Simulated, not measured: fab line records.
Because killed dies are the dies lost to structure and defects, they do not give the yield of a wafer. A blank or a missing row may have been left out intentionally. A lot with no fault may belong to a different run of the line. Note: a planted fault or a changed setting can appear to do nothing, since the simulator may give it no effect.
Chamber matching | flow n5_finfet | N5_MOL_CONTACT_COAG_ETCH_124 on rie_diel-06: 4 sister chambers
The step etches SiNx in CH3F/O2, stops on SiOC, target depth 6.5 nm. 7 wafers are shown with their chamber, then 7 later ones without.

== EACH WAFER AND ITS CHAMBER ==
wafer  | chamber | showerhead_plenum_p_Torr (Torr) | throttle_valve_pct (%)
L078.1 | 3       | 1.99                            | 16.46
L079.3 | 3       | 1.99                            | 16.49
L079.5 | 0       | 1.95                            | 16.21
L087.2 | 1       | 2.01                            | 16.27
L087.5 | 2       | 2.06                            | 16.56
L091.1 | 0       | 1.94                            | 16.25
L091.3 | 2       | 2.06                            | 16.56

== WAFERS MISSING THEIR CHAMBER ==
wafer  | showerhead_plenum_p_Torr (Torr) | throttle_valve_pct (%)
L091.6 | 1.98                            | 16.52
L092.1 | 1.94                            | 16.24
L092.2 | 2.06                            | 16.57
L092.4 | 1.98                            | 16.53
L096.4 | 2.00                            | 16.28
L096.5 | 1.98                            | 16.54
L096.6 | 2.05                            | 16.58

== EACH ONE'S CHAMBER ==
wafer  | from the rows above | in truth
L091.6 | 3                   | 3
L092.1 | 0                   | 0
L092.2 | 2                   | 2
L092.4 | 3                   | 3
L096.4 | 1                   | 1
L096.5 | 3                   | 3
L096.6 | 2                   | 2
7 of 7 placed correctly. Left unplaced by these rows: 0. 0 placed wrongly.
How it was worked out, from the rows above alone: a wafer's distance from a chamber is the root of the sum, over the readings, of the square of ((its reading less the chamber's mean) divided by the reading's scatter). If the next closest chamber is less than 2 further off than the closest, the wafer can't be placed; otherwise it belongs to the closest. The mean given for a chamber averages the wafers shown for that chamber. The scatter: the root of (the sum of the squares of (reading less its chamber's mean) over the shown wafers, divided by (wafers less chambers)).
